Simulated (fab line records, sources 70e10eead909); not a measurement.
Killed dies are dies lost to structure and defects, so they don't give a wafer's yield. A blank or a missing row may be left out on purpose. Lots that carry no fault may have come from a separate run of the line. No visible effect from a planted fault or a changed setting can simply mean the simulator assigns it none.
What tool caused it? :: flow nand harc :: at 1 step of a route of 1302, 12 lots with 36 wafers sampled

## WHAT THE GAUGES READ, wafer by wafer
NHARC_A_CONTACT_OVL_MEAS_43. Usual: overlay x nm 0.2 nm, standard deviation 0.61; overlay y nm 0.1 nm, standard deviation 0.8.
lot: L598
measured: day 22 01:23
on: overlay-01
overlay x nm (nm): -0.9 -0.4 -0.9
overlay y nm (nm): -0.4 0.3 -0.2
flag: 

lot: L600
measured: day 22 18:58
on: overlay-01
overlay x nm (nm): 0.8 0.7 0.9
overlay y nm (nm): 1.3 1.2 1.4
flag: 

lot: L599
measured: day 22 19:13
on: overlay-02
overlay x nm (nm): 0.0 0.3 -0.2
overlay y nm (nm): 1.0 0.6 0.7
flag: 

lot: L601
measured: day 22 19:23
on: overlay-02
overlay x nm (nm): 0.2 -0.1 0.1
overlay y nm (nm): 0.1 -0.1 -0.3
flag: 

lot: L606
measured: day 25 05:09
on: overlay-02
overlay x nm (nm): 0.3 -0.3 -0.3
overlay y nm (nm): 0.3 0.9 0.9
flag: 

lot: L604
measured: day 25 05:29
on: overlay-01
overlay x nm (nm): 0.8 0.0 0.7
overlay y nm (nm): 0.4 0.5 0.8
flag: 

lot: L608
measured: day 25 21:16
on: overlay-01
overlay x nm (nm): 0.6 0.6 0.4
overlay y nm (nm): -0.7 -0.9 -0.9
flag: 

lot: L616
measured: day 29 12:47
on: overlay-01
overlay x nm (nm): -0.5 -1.0 -0.6
overlay y nm (nm): 0.4 0.2 0.5
flag: 

lot: L615
measured: day 29 13:12
on: overlay-02
overlay x nm (nm): 0.3 -0.5 -0.2
overlay y nm (nm): 1.3 0.9 1.5
flag: 

lot: L617
measured: day 29 18:50
on: overlay-01
overlay x nm (nm): 0.4 0.3 0.6
overlay y nm (nm): 0.2 0.0 -0.4
flag: 

lot: L618
measured: day 30 20:34
on: overlay-01
overlay x nm (nm): -0.2 -0.2 -0.2
overlay y nm (nm): -2.2 -1.9 -2.0
flag: 

lot: L619
measured: day 31 16:14
on: overlay-01
overlay x nm (nm): 1.1 0.6 0.8
overlay y nm (nm): -1.2 -1.9 -1.2
flag: 

## EACH LOT AND THE TOOL THAT RAN IT (in order: tool; ch and the chambers of the sampled wafers; start)
The record shows no process step preceding these readings.

## WHAT THE TOOLS THEMSELVES READ (means of the sampled wafers that have a number; where no wafer has one, the mark that the record gives instead)
The record holds no such reading with a usual standard deviation.

## THE ANSWER, worked out from the rows above alone
Rule: a lot is off if the mean of its wafers that have a number lies more than 3 standard deviations from the usual mean. Also off: a lot with no number at a reading for which 4 or more lots have one. The other lots that the step has rows for count as sound. First the gauges in route order, then the tools' own readings, where a lot's mean is used as printed above. At the first step where some lot is off, the reading lying furthest off is the one used; lots without a number count as furthest.
Across all readings shown, no lot is off: no conclusion can be drawn from this.

## WHAT WAS PUT IN BY THE SIMULATOR
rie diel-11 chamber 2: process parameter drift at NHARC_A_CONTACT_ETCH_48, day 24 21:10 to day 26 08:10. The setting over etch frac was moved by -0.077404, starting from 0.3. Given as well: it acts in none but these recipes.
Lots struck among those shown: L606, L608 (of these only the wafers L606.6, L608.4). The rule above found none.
